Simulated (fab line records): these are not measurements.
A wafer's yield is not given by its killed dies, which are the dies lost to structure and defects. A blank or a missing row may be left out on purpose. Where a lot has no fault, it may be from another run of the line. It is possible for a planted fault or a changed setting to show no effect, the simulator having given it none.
Matching of chambers ; flow n5 finfet ; N5_BEOL_M7_DESCUM_33 on rie diel-06 has 4 sister chambers
The step chemistry O2, time 7 s. 4 wafers are shown with their chamber, then 10 later ones without.

== EACH WAFER AND ITS CHAMBER ==
wafer;chamber;showerhead plenum p Torr (Torr)
L080.2;0;2.11
L080.3;1;2.06
L084.2;2;2.22
L084.4;3;1.92

== WAFERS WITHOUT THEIR CHAMBER ==
wafer;showerhead plenum p Torr (Torr)
L084.5;2.22
L089.1;2.06
L089.2;2.22
L089.3;2.11
L089.4;2.06
L089.5;2.11
L089.6;2.22
L095.1;1.91
L095.3;2.22
L095.5;2.05

== CHAMBER TAKEN BY EACH ==
wafer;from the rows above;in truth
L084.5;2;2
L089.1;1;1
L089.2;2;2
L089.3;0;0
L089.4;1;1
L089.5;0;0
L089.6;2;2
L095.1;3;3
L095.3;2;2
L095.5;1;1
Placed correctly: 10 of 10. Can't be placed from these rows: 0. Placed wrongly: 0.
How it was worked out, from the rows above alone: a wafer's distance from a chamber is the root of the sum, over the readings, of the square of ((its reading less the chamber's mean) divided by the reading's scatter). If the next closest chamber is less than 2 further off than the closest, the wafer can't be placed; otherwise it belongs to the closest. The mean given for a chamber averages the wafers shown for that chamber. The scatter: root of mean squared gap, hidden wafer to nearest shown wafer, with one shown wafer a chamber.
